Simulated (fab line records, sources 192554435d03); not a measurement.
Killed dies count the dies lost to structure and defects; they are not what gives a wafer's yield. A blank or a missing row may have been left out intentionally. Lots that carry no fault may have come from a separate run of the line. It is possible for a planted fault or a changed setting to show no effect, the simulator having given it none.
Chamber matching | flow n5_finfet | N5_BEOL_M0_CMP_120 on cmp-02: 4 sister chambers
The step polishes, stops on SiOC, t overpolish 6.9 s. 8 wafers are shown with their chamber, then 9 later ones without.

WAFERS PAIRED WITH THEIR CHAMBERS
wafer  | chamber | motor_current_A (A) | time_to_endpoint_s (s)
L080.2 | 0       | 6.8                 | 66
L082.4 | 3       | 5.7                 | 58
L082.6 | 0       | 6.6                 | 63
L084.4 | 1       | 6.4                 | 62
L084.6 | 2       | 6.0                 | 69
L089.2 | 1       | 6.5                 | 58
L089.4 | 2       | 6.0                 | 66
L089.5 | 3       | 5.4                 | 58

WAFERS WITHOUT THEIR CHAMBER
wafer  | motor_current_A (A) | time_to_endpoint_s (s)
L092.1 | 6.8                 | 64
L092.3 | 6.5                 | 59
L092.4 | 5.9                 | 67
L093.2 | 6.7                 | 58
L093.4 | 5.7                 | 57
L093.6 | 6.7                 | 57
L096.1 | 5.8                 | 65
L096.4 | 6.6                 | 61
L096.6 | 6.8                 | 59

WHICH CHAMBER EACH WENT THROUGH
wafer  | from the rows above     | in truth
L092.1 | 0                       | 0
L092.3 | 1                       | 1
L092.4 | 2                       | 2
L093.2 | can't be placed: 1 or 0 | 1
L093.4 | 3                       | 3
L093.6 | can't be placed: 1 or 0 | 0
L096.1 | can't be placed: 2 or 3 | 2
L096.4 | can't be placed: 1 or 0 | 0
L096.6 | can't be placed: 1 or 0 | 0
Correctly placed: 4 of 9. Not placeable from these rows: 5 (in 5, the candidates include the true chamber). 0 placed wrongly.
How it was worked out, from the rows above alone: a wafer's distance from a chamber is the root of the sum, over the readings, of the square of ((its reading less the chamber's mean) divided by the reading's scatter). The wafer belongs to the nearest chamber; if the next one is less than 2 further off, it can't be placed. A chamber's mean is the mean of its shown wafers. The scatter: the root of (the sum of the squares of (reading less its chamber's mean) over the shown wafers, divided by (wafers less chambers)).
